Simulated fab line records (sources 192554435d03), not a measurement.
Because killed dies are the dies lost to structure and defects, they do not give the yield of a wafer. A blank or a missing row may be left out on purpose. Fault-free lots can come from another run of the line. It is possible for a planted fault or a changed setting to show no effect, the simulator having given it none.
A lot that was struck, set against a sound lot || flow n5-finfet || 15 steps out of a route of 1938
Sound: the wafers L431.1, L431.2, L431.4. Struck: wafer L436.3 (L436.4, L436.5, from the same lot, were not struck and are left out); the cause is given at the end.
Per side, at each step with rows, come the tool, then ch with its chambers, and then its first start. Under that, the readings that differ: sound wafers || struck wafers || difference of the means || sigmas: that difference in standard deviations of wafers without a fault.
alike: same words and numbers on both sides, and readings whose means sit less than 2 such deviations apart. not compared: any withheld reading, any reading some wafer has no value for, any bound like >300 that may hide the same value, and any number with overlapping values for which the record gives no deviation.
Wherever a step has rows on one side only, a row that says differs or no value, or a row with sigmas, the two part there. When numbers do not overlap yet have no deviation, they are printed without sigmas and do not part them. A reading missing from all wafers of one side parts the sides only when that side holds two or more wafers.

first, 7 steps without rows for these wafers: N5_PASSIVATION_COAT_24; N5_PASSIVATION_EBR_26; N5_PASSIVATION_SOFTBAKE_25 (time 90 s); N5_PASSIVATION_EXPOSE_27 (exposes mask PAD, defocus 0 nm); N5_PASSIVATION_PEB_28; N5_PASSIVATION_DEVELOP_29 (develop time 60 s); N5_PASSIVATION_HARDBAKE_31 (time 120 s).
N5_PASSIVATION_CD_MEAS_30: the cd target is 4000 nm.
  sound on cd-sem-02 ch 0, day 14 00:29; struck on cd-sem-02 ch 0, day 15 12:52
  alike: cd-nm
N5_PASSIVATION_OVL_MEAS_63:
  sound on overlay-02 ch 0, day 14 00:31; struck on overlay-01 ch 0, day 15 12:54
  alike: PAD_OVL
N5_PASSIVATION_INSPECT_64: inspects for defects (macro).
  struck on defect-inspect-02, day 15 12:56; sound on defect-inspect-01, day 14 00:32
  alike: raw-defect-count
N5_PASSIVATION_DESCUM_32: chemistry O2, time 7.9 s.
  sound on rie-diel-02 ch 0,1,2, day 14 00:34; struck on rie-diel-02 ch 0, day 15 12:58
  alike: bias-power-w, drypump-motor-current-A, oes-product-au, rf-vpp-V, showerhead-plenum-p-Torr, throttle-valve-pct
  not compared: rf-hours-counter-h
N5_PASSIVATION_AL_ETCH_33: etches Al in Cl2/BCl3, stops on TaN, target depth 2800 nm, time 466.7 s.
  sound on rie-metal-03 ch 0,1, day 14 00:40; struck on rie-metal-02 ch 0, day 15 13:11
{"reading": "drypump-motor-current-A (A)", "sound": "6.1 6.3 6.1", "struck": 5.4, "difference": -0.8, "sigmas": -2}
  alike: mfc-cl2-sccm, oes-product-au, throttle-valve-pct
  not compared: rf-hours-counter-h
N5_PASSIVATION_ETCH_59: etches TaN in Cl2/BCl3, target depth 65 nm, time 34.9 s.
  sound on rie-metal-03 ch 0,1, day 14 01:11; struck on rie-metal-02 ch 0, day 15 13:29
{"reading": "drypump-motor-current-A (A)", "sound": "6.1 6.3 6.1", "struck": 5.4, "difference": -0.8, "sigmas": -2}
{"reading": "model.etch.depth-nm (nm)", "sound": "65.52 63.59 65.78", "struck": 54.25, "difference": -10.71, "sigmas": ""}
  alike: mfc-cl2-sccm, oes-product-au, throttle-valve-pct
  not compared: rf-hours-counter-h
N5_PASSIVATION_STRIP_34: strips in O2.
  sound on rie-diel-03 ch 0,2,3, day 14 01:20; struck on rie-diel-02 ch 0, day 15 13:34
{"reading": "showerhead-plenum-p-Torr (Torr)", "sound": "2.15 2.21 2.12", "struck": 2.03, "difference": -0.13, "sigmas": -2}
  alike: drypump-motor-current-A, oes-product-au, rf-vpp-V, throttle-valve-pct
  not compared: rf-hours-counter-h
N5_PASSIVATION_PROBE_49:
  struck on prober-01, day 15 17:52; sound on prober-02, day 14 05:41
  alike: defect-limited-yield, killed_at_M0_to_M3, killed_at_M4_up, killed-at-contacts, killed-at-front-end, killed-at-other, killed-dies, killed-open, killed-short, sort_bin_5_function, sort_bin_6_memory, sort-n-pass, sort-yield-pct

## WHERE THEY PART
At N5_PASSIVATION_AL_ETCH_33 first; at N5_PASSIVATION_STRIP_34 last (within this record only). Later steps at which nothing parts them and some readings are alike: N5_PASSIVATION_PROBE_49.

WHY: the cause the simulator had injected
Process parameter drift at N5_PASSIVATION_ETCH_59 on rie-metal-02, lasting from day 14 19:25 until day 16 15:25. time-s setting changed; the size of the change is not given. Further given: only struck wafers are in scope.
